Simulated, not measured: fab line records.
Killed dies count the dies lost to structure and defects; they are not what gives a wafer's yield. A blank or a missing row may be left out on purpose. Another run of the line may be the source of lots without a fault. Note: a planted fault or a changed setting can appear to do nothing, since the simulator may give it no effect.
Matching of chambers	flow n5 finfet	3 sister chambers for N5_BEOL_M3_PRE_CLEAN_60 on cvd co-02
The step time 15 s. 6 wafers are shown with their chamber, then 11 later ones without.

## EACH WAFER AND ITS CHAMBER
wafer	chamber	heater power w (W)
L082.5	0	89
L085.1	1	135
L085.3	0	90
L086.4	1	130
L086.5	2	112
L088.3	2	115

## WAFERS MISSING THEIR CHAMBER
wafer	heater power w (W)
L088.5	88
L088.6	138
L093.1	138
L093.5	115
L093.6	91
L092.1	112
L092.4	133
L092.6	114
L094.2	117
L094.3	89
L094.4	131

## CHAMBER TAKEN BY EACH
wafer	from the rows above	in truth
L088.5	0	0
L088.6	1	1
L093.1	1	1
L093.5	2	2
L093.6	0	0
L092.1	2	2
L092.4	1	1
L092.6	2	2
L094.2	2	2
L094.3	0	0
L094.4	1	1
Correctly placed: 11 of 11. From these rows, 0 cannot be placed. Number placed wrongly: 0.
How it was worked out, from the rows above alone: a wafer's distance from a chamber is the root of the sum, over the readings, of the square of ((its reading less the chamber's mean) divided by the reading's scatter). If the next closest chamber is less than 2 further off than the closest, the wafer can't be placed; otherwise it belongs to the closest. For every chamber, the mean is computed from those of its wafers that are shown. How the scatter is found: for the shown wafers, subtract from each reading the mean of its chamber, square and add these, divide the total by (wafers less chambers), then take the root.
